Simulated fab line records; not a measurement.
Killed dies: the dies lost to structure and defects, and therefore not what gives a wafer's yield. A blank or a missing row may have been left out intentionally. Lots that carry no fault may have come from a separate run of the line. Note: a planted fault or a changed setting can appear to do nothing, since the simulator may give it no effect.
Commonality check across tools / flow nand harc / Sample size 12 lots and 36 wafers

== REASON IT WAS OPENED ==
Flagged at NHARC_A_M0_CD_MEAS_09: reading cd nm, on 2 of 12 lots. Wafers without a fault read 80.4 nm, standard deviation 0.78.
Rule: a lot is flagged in two cases, either no wafer of it has a number, or all its wafers with numbers fall more than 4 standard deviations from that mean. All remaining lots are regarded as sound.

lot=L369; measured=day 23 07:51; on=cd sem-01; cd nm (nm), wafer by wafer=79.5 79.1 80.4; flag=
lot=L370; measured=day 23 22:50; on=cd sem-02; cd nm (nm), wafer by wafer=80.1 81.2 82.0; flag=
lot=L372; measured=day 24 07:08; on=cd sem-02; cd nm (nm), wafer by wafer=78.9 80.7 80.7; flag=
lot=L373; measured=day 25 09:49; on=cd sem-01; cd nm (nm), wafer by wafer=81.8 80.5 81.4; flag=
lot=L371; measured=day 25 10:45; on=cd sem-02; cd nm (nm), wafer by wafer=80.7 80.7 79.5; flag=
lot=L375; measured=day 26 04:01; on=cd sem-01; cd nm (nm), wafer by wafer=81.1 79.7 79.9; flag=
lot=L377; measured=day 27 18:54; on=cd sem-03; cd nm (nm), wafer by wafer=81.8 80.1 82.2; flag=
lot=L380; measured=day 28 20:08; on=cd sem-02; cd nm (nm), wafer by wafer=95.1 94.9 96.2; flag=FLAGGED
lot=L383; measured=day 29 09:38; on=cd sem-01; cd nm (nm), wafer by wafer=96.5 95.4 96.5; flag=FLAGGED
lot=L387; measured=day 31 02:30; on=cd sem-03; cd nm (nm), wafer by wafer=81.5 81.0 81.1; flag=
lot=L389; measured=day 31 11:13; on=cd sem-03; cd nm (nm), wafer by wafer=79.6 80.2 80.6; flag=
lot=L388; measured=day 31 19:07; on=cd sem-01; cd nm (nm), wafer by wafer=79.8 78.8 79.8; flag=
The mean of the flagged lots' numbers is 95.8 nm, +15.4 nm from the usual (+20 standard deviations).

== LOT BY LOT: THE TOOL USED ==
Before the reading, the record contains 2 process steps out of a 1302-step route. Every cell lists first the tool, next ch and the chambers used by the sampled wafers, and last the start.
lot=L369; flag=; NHARC_A_BLC_CVD_24=cvd w-02 ch 0,1, day 23 07:46 or earlier; NHARC_A_M0_PEB_07=litho track-01 ch 0, day 23 07:46
lot=L370; flag=; NHARC_A_BLC_CVD_24=cvd w-02 ch 0, day 23 22:46 or earlier; NHARC_A_M0_PEB_07=litho track-04 ch 0, day 23 22:46
lot=L372; flag=; NHARC_A_BLC_CVD_24=cvd w-02 ch 0,1, day 24 07:03 or earlier; NHARC_A_M0_PEB_07=litho track-01 ch 0, day 24 07:03
lot=L373; flag=; NHARC_A_BLC_CVD_24=cvd w-02 ch 0,1, day 25 09:44 or earlier; NHARC_A_M0_PEB_07=litho track-04 ch 0, day 25 09:44
lot=L371; flag=; NHARC_A_BLC_CVD_24=cvd w-01 ch 0,1, day 25 10:40 or earlier; NHARC_A_M0_PEB_07=litho track-04 ch 0, day 25 10:40
lot=L375; flag=; NHARC_A_BLC_CVD_24=cvd w-01 ch 0,1, day 26 03:56 or earlier; NHARC_A_M0_PEB_07=litho track-01 ch 0, day 26 03:56
lot=L377; flag=; NHARC_A_BLC_CVD_24=cvd w-01 ch 0,1, day 27 18:49 or earlier; NHARC_A_M0_PEB_07=litho track-04 ch 0, day 27 18:49
lot=L380; flag=FLAGGED; NHARC_A_BLC_CVD_24=cvd w-01 ch 0,1, day 28 20:04 or earlier; NHARC_A_M0_PEB_07=litho track-04 ch 0, day 28 20:04
lot=L383; flag=FLAGGED; NHARC_A_BLC_CVD_24=cvd w-01 ch 0,1, day 29 09:34 or earlier; NHARC_A_M0_PEB_07=litho track-04 ch 0, day 29 09:34
lot=L387; flag=; NHARC_A_BLC_CVD_24=cvd w-01 ch 0,1, day 31 02:25 or earlier; NHARC_A_M0_PEB_07=litho track-01 ch 0, day 31 02:25
lot=L389; flag=; NHARC_A_BLC_CVD_24=cvd w-02 ch 0,1, day 31 11:08 or earlier; NHARC_A_M0_PEB_07=litho track-06 ch 0, day 31 11:08
lot=L388; flag=; NHARC_A_BLC_CVD_24=cvd w-02 ch 0,1, day 31 19:02 or earlier; NHARC_A_M0_PEB_07=litho track-06 ch 0, day 31 19:02
What the steps here do:
- NHARC_A_BLC_CVD_24: deposits W, target thk 150 nm, time 434 s.
- NHARC_A_M0_PEB_07: peb time 65 s.
- NHARC_A_M0_CD_MEAS_09: target cd 80 nm.

== FLAGGED OVER TOTAL, TOOL BY TOOL (the gauges that took the reading come last) ==
step=NHARC_A_BLC_CVD_24; tool=cvd w-01; lots run=6; flagged=2; share of the flagged lots=all; sound lots run after its first flagged lot=1 (L387)
step=NHARC_A_BLC_CVD_24; tool=cvd w-02; lots run=6; flagged=0; share of the flagged lots=none; sound lots run after its first flagged lot=-
step=NHARC_A_M0_PEB_07; tool=litho track-01; lots run=4; flagged=0; share of the flagged lots=none; sound lots run after its first flagged lot=-
step=NHARC_A_M0_PEB_07; tool=litho track-04; lots run=6; flagged=2; share of the flagged lots=all; sound lots run after its first flagged lot=0
step=NHARC_A_M0_PEB_07; tool=litho track-06; lots run=2; flagged=0; share of the flagged lots=none; sound lots run after its first flagged lot=-
step=NHARC_A_M0_CD_MEAS_09; tool=cd sem-01; lots run=5; flagged=1; share of the flagged lots=some; sound lots run after its first flagged lot=1 (L388)
step=NHARC_A_M0_CD_MEAS_09; tool=cd sem-02; lots run=4; flagged=1; share of the flagged lots=some; sound lots run after its first flagged lot=0
step=NHARC_A_M0_CD_MEAS_09; tool=cd sem-03; lots run=3; flagged=0; share of the flagged lots=none; sound lots run after its first flagged lot=-
NHARC_A_BLC_CVD_24: start missing for some lots; hours and lot order therefore follow NHARC_A_M0_PEB_07.

== WHAT THE TABLE ALLOWS ==
Table rows that saw every flagged lot: 2, namely cvd w-01 at NHARC_A_BLC_CVD_24 and litho track-04 at NHARC_A_M0_PEB_07.
- cvd w-01 at NHARC_A_BLC_CVD_24 ran 6 lots, 2 of them flagged. Lots that were sound ran on it after the first flagged one (L387); a persistent fault on the entire tool would not allow that.
- litho track-04 at NHARC_A_M0_PEB_07 ran 6 lots, 2 of them flagged. It ran its last sound lot, L377, at day 27 18:49 and its first flagged lot, L380, at day 28 20:04: a fault with its onset between the two fits. Its own readings lie more than 4 standard deviations out on every wafer of the flagged lots: heater power total W, plate temp C.
What remains is a single tool, litho track-04 at NHARC_A_M0_PEB_07.

== WHAT HAD BEEN PUT IN BY THE SIMULATOR ==
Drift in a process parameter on litho track-04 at NHARC_A_M0_PEB_07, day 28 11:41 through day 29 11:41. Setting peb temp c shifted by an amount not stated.
Lots struck among those shown: L380, L383. The rule above found the same.
